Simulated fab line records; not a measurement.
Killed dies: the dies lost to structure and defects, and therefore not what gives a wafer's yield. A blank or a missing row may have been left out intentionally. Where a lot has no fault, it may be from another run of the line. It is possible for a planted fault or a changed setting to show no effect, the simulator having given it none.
Split-lot experiment -- flow n5Finfet -- route with 1938 steps; 7 lots, 21 wafers read

## THE SPLIT ITSELF
At N5_FIN_SAQP_EXPOSE_13 (exposes mask FIN CORE, target cd 35.6 nm), the setting doseMj was moved away from the recipe's 63.25 on 7 of the 21 wafers read, by -4.3% to +6.2%. For the rest of the wafers, this setting stayed at what the recipe calls for.

## FROM THE SPLIT TO THE READING: what the file shows between them, 2 steps
- N5_FIN_SAQP_PEB_14: peb time 60 s
- N5_FIN_SAQP_DEVELOP_15: develop time 30 s

## THE READING
Shown in nm: cdNm at N5_FIN_SAQP_CD_MEAS_16, with target cd 35.6 nm. On this fab line, fault-free wafers typically give 35.5 nm with a standard deviation of 0.32 nm.

wafer,"tool, chamber at the split",doseMj as run,against the recipe,"cdNm, nm",against lot-mates on the recipe
L081.1,"arfiScanner-01, 0",63.25,recipe,35.4,-
L081.2,"arfiScanner-01, 0",63.25,recipe,35.4,-
L081.3,"arfiScanner-01, 0",63.25,recipe,35.2,-
L082.2,"arfiScanner-02, 0",63.25,recipe,35.8,-
L082.4,"arfiScanner-02, 0",63.25,recipe,35.4,-
L082.6,"arfiScanner-02, 0",63.25,recipe,35.7,-
L083.2,"arfiScanner-02, 0",63.25,recipe,35.3,-
L083.3,"arfiScanner-02, 0",61.05,-3.5%,36.9,+1.2
L083.6,"arfiScanner-02, 0",63.25,recipe,36.0,-
L085.1,"arfiScanner-03, 0",63.25,recipe,36.0,-
L085.2,"arfiScanner-03, 0",63.25,recipe,35.3,-
L085.5,"arfiScanner-03, 0",67.17,+6.2%,33.7,-1.9
L087.3,"arfiScanner-01, 0",63.25,recipe,35.6,-
L087.4,"arfiScanner-01, 0",63.25,recipe,35.7,-
L087.5,"arfiScanner-01, 0",60.54,-4.3%,37.1,+1.4
L091.1,"arfiScanner-02, 0",63.25,recipe,35.6,-
L091.2,"arfiScanner-02, 0",65.75,+4.0%,34.7,-0.9
L091.6,"arfiScanner-02, 0",65.75,+4.0%,34.3,-1.3
L093.3,"arfiScanner-03, 0",65.18,+3.1%,35.0,-0.6
L093.4,"arfiScanner-03, 0",65.18,+3.1%,34.6,-1.0
L093.5,"arfiScanner-03, 0",63.25,recipe,35.6,-

THE FIT
A straight line over all 21 wafers: cdNm changes by -0.308 nm for each +1% of doseMj; r = -0.95; the points scatter about the line by 0.24 nm.
The same after taking each lot's own level away (the mean of its wafers on the recipe; 21 wafers): -0.309 nm for each +1%; r = -0.96; scatter 0.21 nm.
According to that fit, moving doseMj by its largest amount changes the reading by 1.9 nm.
The span of the lots' own levels, 35.33 to 35.65 nm, comes to 1.0 times the standard deviation stated above.
The two slopes agree, so the slope changes little with the lot-to-lot level.
Check: with one of the wafers moved furthest among these (+6.2%) left out of the fit, the line predicts -1.84 nm for it against its lot-mates. It came out at -1.95 nm against them.

## THESE WAFERS: OTHER SPLITS
Other splits were also applied to these wafers ahead of the reading. Each is held against what the fit with the lots' levels taken away leaves over:
other split on the same wafers,wafers away from the commonest value,r with cdNm (lot level and that fit taken away)
N5_ZERO_LAYER_EXPOSE_08 doseMj,9,+0.34
N5_WELL_APT_PEB_23 pebTimeS,6,+0.09

## THE FILE'S OWN FIT
cdNm changes by -0.311 nm for each +1% of doseMj, r = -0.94.
